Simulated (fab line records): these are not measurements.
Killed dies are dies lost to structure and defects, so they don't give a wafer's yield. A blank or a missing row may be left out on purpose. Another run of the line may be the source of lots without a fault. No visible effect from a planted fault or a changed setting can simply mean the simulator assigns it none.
Lot-split experiment    flow n5-finfet    21 wafers read across 7 lots, on a route 1938 steps long

ON THE SPLIT
At N5_BEOL_M1_EXPOSE_08 (exposes mask M1), the setting dose-mj was moved away from the recipe's 33 on 4 of the 21 wafers read, by -7.3% to +6.4%. This setting was run at the recipe's value on the other wafers.

FROM THE SPLIT TO THE READING: what the file shows between them, 15 steps
- N5_BEOL_M1_PEB_09: peb time 60 s
- N5_BEOL_M1_DEVELOP_10: develop time 30 s
- N5_BEOL_M1_CD_MEAS_11: target cd 17.05 nm
- N5_BEOL_M1_DESCUM_16: chemistry O2, time 7 s
- N5_BEOL_M1_ETCH_74: etches underlayer in N2/H2, target depth 6.5 nm, time 5.2 s
- N5_BEOL_M1_ETCH_63: etches SiARC in CF4, target depth 15.6 nm, time 26 s
- N5_BEOL_M1_ETCH_64: etches SOC in N2/H2, target depth 75 nm, overetch 15 nm, time 112.5 s
- N5_BEOL_M1_STRIP_65: strips in N2/H2
- N5_BEOL_M1_HM_OPEN_17: chemistry Cl2/BCl3, target TiN, target depth 20 nm, overetch 6 nm
- N5_BEOL_M1_STRIP_19: strips in O2
- N5_BEOL_M1_CD_MEAS_18: pitch 36 nm, target cd 18 nm
- N5_BEOL_M1_COAT_67: time 60 s, resist thk 60 nm
- N5_BEOL_M1_COAT_68: time 60 s, resist thk 12 nm
- N5_BEOL_M1_PRECLEAN_42: cleans in residue remover, time 60 s
- N5_BEOL_M1_SRD_43: time 30 s

THE READING
cd-nm, in nm, at N5_BEOL_M1_CD_MEAS_35 (target cd 18 nm, target cd y 21 nm). Typical for fault-free wafers on this fab line: 18.0 nm, with standard deviation 0.34 nm.

wafer   tool, chamber at the split  dose-mj as run  against the recipe  cd-nm, nm  against lot-mates on the recipe
L075.2  euv-scanner-02, 0           35.12           +6.4%               19.3       +1.2
L075.3  euv-scanner-02, 0           33              recipe              18.1       -
L075.6  euv-scanner-02, 0           33              recipe              18.1       -
L079.3  euv-scanner-01, 0           33              recipe              17.7       -
L079.4  euv-scanner-01, 0           33              recipe              17.7       -
L079.6  euv-scanner-01, 0           33              recipe              18.3       -
L081.1  euv-scanner-02, 0           33              recipe              18.1       -
L081.2  euv-scanner-02, 0           33              recipe              18.0       -
L081.4  euv-scanner-02, 0           33              recipe              18.0       -
L088.1  euv-scanner-01, 0           33              recipe              17.7       -
L088.2  euv-scanner-01, 0           30.58           -7.3%               16.0       -1.7
L088.4  euv-scanner-01, 0           30.58           -7.3%               16.3       -1.4
L091.2  euv-scanner-01, 0           33              recipe              18.4       -
L091.4  euv-scanner-01, 0           33              recipe              18.1       -
L091.6  euv-scanner-01, 0           33              recipe              18.3       -
L095.1  euv-scanner-01, 0           33              recipe              18.5       -
L095.3  euv-scanner-01, 0           31.91           -3.3%               17.0       -1.1
L095.4  euv-scanner-01, 0           33              recipe              17.8       -
L096.4  euv-scanner-02, 0           33              recipe              18.4       -
L096.5  euv-scanner-02, 0           33              recipe              18.1       -
L096.6  euv-scanner-02, 0           33              recipe              17.9       -

FIT RESULTS
A straight line over all 21 wafers: cd-nm changes by +0.245 nm for each +1% of dose-mj; r = +0.94; the points scatter about the line by 0.26 nm.
The same after taking each lot's own level away (the mean of its wafers on the recipe; 21 wafers): +0.212 nm for each +1%; r = +0.94; scatter 0.22 nm.
The reading moves by 1.6 nm for the largest change in dose-mj, on that fit.
The lots' own levels span 17.70 to 18.27 nm, that is 1.7 times the standard deviation above.
In other words, the slope is changed by the lot-to-lot level; the two fits disagree.
Check: -1.52 nm against its lot-mates is what the line predicts for one of the wafers moved furthest among these (-7.3%) when that wafer is left out of the fit. Against them it came out at -1.7 nm.

OTHER SPLITS ON THESE WAFERS
Before the reading, these wafers also passed through other splits. Each is held against what the fit with the lots' levels taken away leaves over:
other split on the same wafers             wafers away from the commonest value  r with cd-nm (lot level and that fit taken away)
N5_BEOL_M0_SAQP_SPACER1_ALD_98 ald-cycles  3                                     +0.03
N5_BEOL_M0_SAQP_ETCH_107 bias-w            10                                    +0.23

THE WHOLE CHAIN: every reading that the file lists as answering this split, in the file's order
step                   what it does                                                 reading                                                                change (the file's fit)                r (the file's)
N5_BEOL_M1_CD_MEAS_11  target cd 17.05 nm                                           cd-nm                                                                  +0.181 nm for each +1% of the setting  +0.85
N5_BEOL_M1_ETCH_74     etches underlayer in N2/H2, target depth 6.5 nm, time 5.2 s  BEOL_M1.cd-offset-nm (the simulator's own value, which no gauge read)  +0.231 nm for each +1% of the setting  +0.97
N5_BEOL_M1_ETCH_63     etches SiARC in CF4, target depth 15.6 nm, time 26 s         BEOL_M1.cd-offset-nm (the simulator's own value, which no gauge read)  +0.249 nm for each +1% of the setting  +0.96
N5_BEOL_M1_CD_MEAS_18  pitch 36 nm, target cd 18 nm                                 cd-nm                                                                  +0.247 nm for each +1% of the setting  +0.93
N5_BEOL_M1_CD_MEAS_35  target cd 18 nm, target cd y 21 nm                           cd-nm                                                                  +0.216 nm for each +1% of the setting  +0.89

THE FILE'S OWN FIT
cd-nm changes by +0.216 nm for each +1% of dose-mj, r = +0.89.
